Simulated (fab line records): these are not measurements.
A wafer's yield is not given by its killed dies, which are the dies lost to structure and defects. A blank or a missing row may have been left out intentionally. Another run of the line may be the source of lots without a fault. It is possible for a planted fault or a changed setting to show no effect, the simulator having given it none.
A struck lot beside a sound one -- flow nand_harc -- 14 steps out of a route of 1302
Sound: these wafers, L600.3, L600.4, L600.5. Wafers struck: L609.1, L609.2, L609.4. The cause is named last.
Each step with rows lists, per side, the tool, then ch with its chambers, then its first start. Under that, the readings that differ: sound wafers -- struck wafers -- difference of the means -- sigmas: that difference in standard deviations of wafers without a fault.
alike: same words and numbers on both sides, and readings whose means sit less than 2 such deviations apart. not compared: any withheld reading, any reading some wafer has no value for, any bound like >300 that may hide the same value, and any number with overlapping values for which the record gives no deviation.
The two part at a step that has a row with sigmas, a row that says differs or no value, or rows on one side only. Numbers that have no deviation but don't overlap get no sigmas and don't part them. Lack of a reading on every wafer of one side parts them only where that side has two or more wafers.

NHARC_A_STAIRCASE_TRIM_222: chemistry O2, time 211.2 s.
  sound on rie_diel-06 ch 0,3; struck on rie_diel-06 ch 0,1,3
  alike: chamber_pressure_mTorr, drypump_motor_current_A, oes_product_au, rf_vpp_V, showerhead_plenum_p_Torr, throttle_valve_pct
  not compared: rf_hours_counter_h
NHARC_A_STAIRCASE_ETCH_223: etches the open film in C4F8/O2, target depth 100 nm, time 40.5 s.
  sound on rie_diel-06 ch 0,1; struck on rie_diel-06 ch 0,1,3
  alike: bias_w, chamber_pressure_mTorr, oes_product_au, rf_vpp_V
  not compared: rf_hours_counter_h
NHARC_A_STAIRCASE_TRIM_224: chemistry O2, time 211.2 s.
  sound on rie_diel-06 ch 1,2,3; struck on rie_diel-06 ch 0,1,3
  alike: chamber_pressure_mTorr, drypump_motor_current_A, oes_product_au, rf_vpp_V, showerhead_plenum_p_Torr, throttle_valve_pct
  not compared: rf_hours_counter_h
then, 4 steps without rows for these wafers: NHARC_A_STAIRCASE_ETCH_225 (etches the open film in C4F8/O2, target depth 100 nm, time 40.5 s); NHARC_A_STAIRCASE_TRIM_226 (chemistry O2, time 211.2 s); NHARC_A_STAIRCASE_ETCH_227 (etches the open film in C4F8/O2, target depth 100 nm, time 40.5 s); NHARC_A_STAIRCASE_TRIM_229 (chemistry O2, time 211.2 s).
NHARC_A_STAIRCASE_ETCH_230: etches the open film in C4F8/O2, target depth 100 nm, time 40.5 s.
  sound on rie_diel-09 ch 0,2,3; struck on rie_diel-12 ch 0,2,3
reading,sound,struck,difference,sigmas
oes_product_au (a.u.),0.912 0.911 0.930,0.988 0.955 0.972,+0.054,+3
  alike: bias_w, chamber_pressure_mTorr, rf_vpp_V
  not compared: rf_hours_counter_h
NHARC_A_STAIRCASE_TRIM_231: chemistry O2, time 211.2 s.
  sound on rie_diel-09 ch 0,2; struck on rie_diel-12 ch 1,2,3
  alike: chamber_pressure_mTorr, drypump_motor_current_A, oes_product_au, rf_vpp_V, showerhead_plenum_p_Torr, throttle_valve_pct
  not compared: rf_hours_counter_h
then, 2 steps without rows for these wafers: NHARC_A_STAIRCASE_ETCH_232 (etches the open film in C4F8/O2, target depth 100 nm, time 40.5 s); NHARC_A_STAIRCASE_TRIM_233 (chemistry O2, time 211.2 s).
NHARC_A_STAIRCASE_ETCH_234: etches the open film in C4F8/O2, target depth 100 nm, time 40.5 s.
  sound on rie_diel-09 ch 1,2,3, day 20 00:15; struck on rie_diel-12 ch 0,1,2, day 23 19:10
  no value came back on the struck wafers for bias_w (W), chamber_pressure_mTorr (mTorr), oes_product_au (a.u.), rf_vpp_V (V); on the sound wafers bias_w (W) reads 1007.4 997.3 1002.1
  not compared: rf_hours_counter_h
then, 1 step without rows for these wafers: NHARC_A_STAIRCASE_TRIM_235 (chemistry O2, time 211.2 s).
-- break in the record here, with 8 days between the starts of the struck wafers on either side (left off in module A_STAIRCASE, picked up again in module END, where the first step shown is number 1302 on the route) --
NHARC_END_SORT_01:
  sound on prober-02 ch 0, day 28 06:40; struck on prober-02 ch 0, day 31 23:15
reading,sound,struck,difference,sigmas
killed_at_array,32 39 40,677 673 675,+638,+29
killed_dies,43 44 47,677 677 677,+632,+29
  alike: killed_at_other, killed_at_periphery, killed_open, killed_short

== WHERE THEY PART ==
At NHARC_A_STAIRCASE_ETCH_230 first; at NHARC_END_SORT_01 last (within this record only).

WHY: the cause the simulator had injected
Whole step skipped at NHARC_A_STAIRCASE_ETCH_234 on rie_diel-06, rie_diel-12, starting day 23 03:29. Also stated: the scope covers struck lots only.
